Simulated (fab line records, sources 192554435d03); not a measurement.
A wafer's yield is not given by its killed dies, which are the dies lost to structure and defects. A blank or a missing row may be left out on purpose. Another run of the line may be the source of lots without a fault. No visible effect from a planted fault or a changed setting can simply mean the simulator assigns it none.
Matching of chambers -- flow n5-finfet -- rie-diel-03 running N5_GATE_CUT_STRIP_59: 4 sister chambers
The step strips in N2/H2, time 20 s. 14 wafers are shown with their chamber, then 7 later ones without.

## EACH WAFER AND ITS CHAMBER
wafer,chamber,showerhead-plenum-p-Torr (Torr),throttle-valve-pct (%),oes-product-au (a.u.)
L558.2,3,3.25,12.2,0.79
L558.5,3,3.25,12.3,0.78
L560.2,3,3.25,12.3,0.77
L560.5,3,3.25,12.2,0.78
L560.6,0,3.54,12.6,0.75
L561.1,0,3.53,12.5,0.76
L561.6,3,3.24,12.3,0.78
L563.1,2,3.31,12.8,0.70
L563.3,0,3.53,12.6,0.75
L565.1,3,3.24,12.3,0.77
L565.5,2,3.31,12.8,0.70
L565.6,1,3.36,12.7,0.68
L571.3,0,3.52,12.6,0.73
L571.4,3,3.24,12.3,0.76

SIGNATURES (averages over the wafers above)
reading,chamber 0,chamber 1,chamber 2,chamber 3,scatter within a chamber
showerhead-plenum-p-Torr,3.5300,3.3600,3.3100,3.2457,0.00609
throttle-valve-pct,12.575,12.700,12.800,12.271,0.0467
oes-product-au,0.7475,0.6800,0.7000,0.7757,0.0102
Rule: for a wafer and a chamber, the distance is found by dividing, reading by reading, the gap between the wafer's reading and the chamber's mean by the reading's scatter, squaring, summing and taking the root. If the next closest chamber is less than 2 further off than the closest, the wafer can't be placed; otherwise it belongs to the closest. How the scatter is found: for the shown wafers, subtract from each reading the mean of its chamber, square and add these, divide the total by (wafers less chambers), then take the root.

## WAFERS WITH NO CHAMBER GIVEN
wafer,showerhead-plenum-p-Torr (Torr),throttle-valve-pct (%),oes-product-au (a.u.)
L571.5,3.30,12.9,0.69
L576.1,3.35,12.8,0.67
L576.4,3.23,12.3,0.75
L576.6,3.35,12.8,0.67
L579.1,3.30,12.2,0.99
L579.2,3.34,12.8,0.66
L579.5,3.23,12.3,0.75

## WHICH CHAMBER EACH ONE RAN IN
wafer,from the rows above,in truth
L571.5,2,2
L576.1,1,1
L576.4,3,3
L576.6,1,1
L579.1,3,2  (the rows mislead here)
L579.2,can't be placed: 1 or 2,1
L579.5,3,3
Correctly placed: 5 of 7. Unplaceable from these rows: 1, with the true chamber sitting among the candidates in 1. 1 placed wrongly.
